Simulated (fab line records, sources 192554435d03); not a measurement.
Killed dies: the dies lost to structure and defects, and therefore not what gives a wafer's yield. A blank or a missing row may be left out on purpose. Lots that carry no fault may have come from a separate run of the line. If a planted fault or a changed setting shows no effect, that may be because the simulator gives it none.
Chamber matching / flow n5 finfet / 3 sister chambers for N5_HKMG_FIN_CVD_62 on thermal cvd si-02
The step deposits a-Si from Si2H6, target thk 3 nm, time 20.8 s. 3 wafers are shown with their chamber, then 10 later ones without.

WAFERS, EACH WITH ITS CHAMBER
wafer=L087.2; chamber=2; heater power w (W)=1330
wafer=L091.4; chamber=0; heater power w (W)=1507
wafer=L091.5; chamber=1; heater power w (W)=1444

WAFERS MISSING THEIR CHAMBER
wafer=L091.6; heater power w (W)=1349
wafer=L093.1; heater power w (W)=1346
wafer=L093.3; heater power w (W)=1496
wafer=L093.4; heater power w (W)=1474
wafer=L094.1; heater power w (W)=1438
wafer=L094.3; heater power w (W)=1452
wafer=L094.6; heater power w (W)=1518
wafer=L097.1; heater power w (W)=1466
wafer=L097.4; heater power w (W)=1495
wafer=L097.6; heater power w (W)=1442

WHICH CHAMBER EACH WENT THROUGH
wafer=L091.6; from the rows above=2; in truth=2
wafer=L093.1; from the rows above=2; in truth=2
wafer=L093.3; from the rows above=0; in truth=0
wafer=L093.4; from the rows above=can't be placed: 1 or 0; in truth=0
wafer=L094.1; from the rows above=1; in truth=1
wafer=L094.3; from the rows above=1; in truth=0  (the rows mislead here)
wafer=L094.6; from the rows above=0; in truth=0
wafer=L097.1; from the rows above=can't be placed: 1 or 0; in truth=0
wafer=L097.4; from the rows above=0; in truth=0
wafer=L097.6; from the rows above=1; in truth=1
Correct placement for 7 of the 10. Can't be placed from these rows: 2 (the true chamber is among the candidates in 2). Wrongly placed: 1.
How it was worked out, from the rows above alone: a wafer's distance from a chamber is the root of the sum, over the readings, of the square of ((its reading less the chamber's mean) divided by the reading's scatter). If the next closest chamber is less than 2 further off than the closest, the wafer can't be placed; otherwise it belongs to the closest. The mean given for a chamber averages the wafers shown for that chamber. The scatter (one wafer shown for each chamber): square how far every hidden wafer sits from the nearest shown wafer, average those squares and take the square root.
